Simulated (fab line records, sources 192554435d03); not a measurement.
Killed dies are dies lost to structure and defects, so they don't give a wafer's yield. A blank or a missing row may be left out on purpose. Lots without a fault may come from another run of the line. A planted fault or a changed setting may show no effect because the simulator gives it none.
Chamber matching | flow n5_finfet | N5_FIN_SAQP_SPACER1_ALD_24 on ald_sin-02: 4 sister chambers
The step deposits SiO2, target thk 20.3 nm, pulse time 1 s, purge time 2 s. 4 wafers are shown with their chamber, then 8 later ones without.

WAFERS WITH THEIR CHAMBER
wafer  | chamber | heater_power_w (W)
L162.5 | 1       | 443
L165.2 | 3       | 525
L165.5 | 0       | 553
L165.6 | 2       | 450

WAFERS WITHOUT THEIR CHAMBER
wafer  | heater_power_w (W)
L166.3 | 558
L166.5 | 442
L166.6 | 533
L167.1 | 450
L167.3 | 438
L167.4 | 537
L169.1 | 562
L169.5 | 446

WHICH CHAMBER EACH WENT THROUGH
wafer  | from the rows above     | in truth
L166.3 | 0                       | 0
L166.5 | can't be placed: 1 or 2 | 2
L166.6 | can't be placed: 3 or 0 | 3
L167.1 | can't be placed: 2 or 1 | 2
L167.3 | can't be placed: 1 or 2 | 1
L167.4 | can't be placed: 3 or 0 | 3
L169.1 | 0                       | 0
L169.5 | can't be placed: 1 or 2 | 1
Placed correctly: 2 of 8. Can't be placed from these rows: 6 (the true chamber is among the candidates in 6). Placed wrongly: 0.
How it was worked out, from the rows above alone: a wafer's distance from a chamber is the root of the sum, over the readings, of the square of ((its reading less the chamber's mean) divided by the reading's scatter). The wafer belongs to the nearest chamber; if the next one is less than 2 further off, it can't be placed. A chamber's mean is the mean of its shown wafers. The scatter: with one shown wafer a chamber, the root of the mean of the squares of how far each hidden wafer lies from its nearest shown one.
